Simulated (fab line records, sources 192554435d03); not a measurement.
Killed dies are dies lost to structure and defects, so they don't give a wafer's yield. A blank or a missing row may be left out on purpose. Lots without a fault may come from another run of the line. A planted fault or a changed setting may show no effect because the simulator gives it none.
Chamber matching | flow n5_finfet | N5_GATE_CUT_STRIP_41 on rie_diel-02: 4 sister chambers
The step strips in CF4. 30 wafers are shown with their chamber, then 12 later ones without.

WAFERS WITH THEIR CHAMBER
wafer  | chamber | drypump_motor_current_A (A) | showerhead_plenum_p_Torr (Torr) | throttle_valve_pct (%)
L078.1 | 3       | 5.6                         | 1.75                            | 13.76
L078.2 | 1       | 5.6                         | 1.77                            | 13.61
L078.3 | 2       | 6.0                         | 1.79                            | 13.55
L078.4 | 0       | 5.1                         | 1.86                            | 13.89
L078.5 | 3       | 5.6                         | 1.75                            | 13.74
L078.6 | 2       | 6.0                         | 1.80                            | 13.55
L080.1 | 0       | 5.1                         | 1.86                            | 13.91
L080.2 | 2       | 6.0                         | 1.79                            | 13.57
L080.3 | 3       | 5.6                         | 1.75                            | 13.76
L080.4 | 1       | 5.6                         | 1.77                            | 13.60
L080.5 | 0       | 5.1                         | 1.86                            | 13.90
L080.6 | 3       | 5.6                         | 1.75                            | 13.76
L083.1 | 2       | 6.0                         | 1.79                            | 13.56
L083.4 | 1       | 5.6                         | 1.77                            | 13.61
L083.5 | 3       | 5.6                         | 1.75                            | 13.77
L084.1 | 0       | 5.1                         | 1.86                            | 13.94
L084.5 | 1       | 5.6                         | 1.77                            | 13.62
L084.6 | 2       | 6.0                         | 1.79                            | 13.58
L085.1 | 1       | 5.6                         | 1.77                            | 13.63
L085.4 | 2       | 6.0                         | 1.79                            | 13.59
L085.5 | 0       | 5.1                         | 1.86                            | 13.94
L089.1 | 2       | 6.0                         | 1.79                            | 13.59
L089.3 | 1       | 5.6                         | 1.77                            | 13.65
L089.4 | 1       | 5.6                         | 1.77                            | 13.65
L090.4 | 1       | 5.6                         | 1.77                            | 13.64
L090.5 | 1       | 5.6                         | 1.77                            | 13.65
L090.6 | 0       | 5.1                         | 1.86                            | 13.95
L092.1 | 0       | 5.1                         | 1.86                            | 13.97
L092.2 | 1       | 5.7                         | 1.76                            | 13.65
L092.3 | 2       | 6.0                         | 1.79                            | 13.63

SIGNATURES (means of the wafers above)
reading                  | chamber 0 | chamber 1 | chamber 2 | chamber 3 | scatter within a chamber
drypump_motor_current_A  | 5.100     | 5.610     | 6.000     | 5.600     | 0.0186
showerhead_plenum_p_Torr | 1.8600    | 1.7690    | 1.7913    | 1.7500    | 0.00261
throttle_valve_pct       | 13.9286   | 13.6310   | 13.5775   | 13.7580   | 0.0232
Rule: a wafer's distance from a chamber is the root of the sum, over the readings, of the square of ((its reading less the chamber's mean) divided by the reading's scatter). The wafer belongs to the nearest chamber; if the next one is less than 2 further off, it can't be placed. The scatter: the root of (the sum of the squares of (reading less its chamber's mean) over the shown wafers, divided by (wafers less chambers)).

WAFERS WITHOUT THEIR CHAMBER
wafer  | drypump_motor_current_A (A) | showerhead_plenum_p_Torr (Torr) | throttle_valve_pct (%)
L092.4 | 5.6                         | 1.75                            | 13.18
L092.5 | 5.6                         | 1.75                            | 13.19
L092.6 | 5.1                         | 1.86                            | 13.96
L093.2 | 6.0                         | 1.79                            | 13.60
L093.3 | 5.6                         | 1.75                            | 13.20
L093.5 | 5.1                         | 1.86                            | 13.96
L094.1 | 5.6                         | 1.75                            | 13.19
L094.2 | 5.1                         | 1.86                            | 13.96
L094.3 | 6.1                         | 1.79                            | 13.63
L096.1 | 5.6                         | 1.76                            | 13.67
L096.5 | 5.6                         | 1.75                            | 13.20
L096.6 | 6.1                         | 1.78                            | 13.63

WHICH CHAMBER EACH WENT THROUGH
wafer  | from the rows above     | in truth
L092.4 | 1                       | 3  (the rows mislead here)
L092.5 | 1                       | 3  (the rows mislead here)
L092.6 | 0                       | 0
L093.2 | 2                       | 2
L093.3 | 1                       | 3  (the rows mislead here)
L093.5 | 0                       | 0
L094.1 | 1                       | 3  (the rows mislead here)
L094.2 | 0                       | 0
L094.3 | 2                       | 2
L096.1 | can't be placed: 1 or 3 | 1
L096.5 | 1                       | 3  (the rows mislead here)
L096.6 | 2                       | 2
Placed correctly: 6 of 12. Can't be placed from these rows: 1 (the true chamber is among the candidates in 1). Placed wrongly: 5.
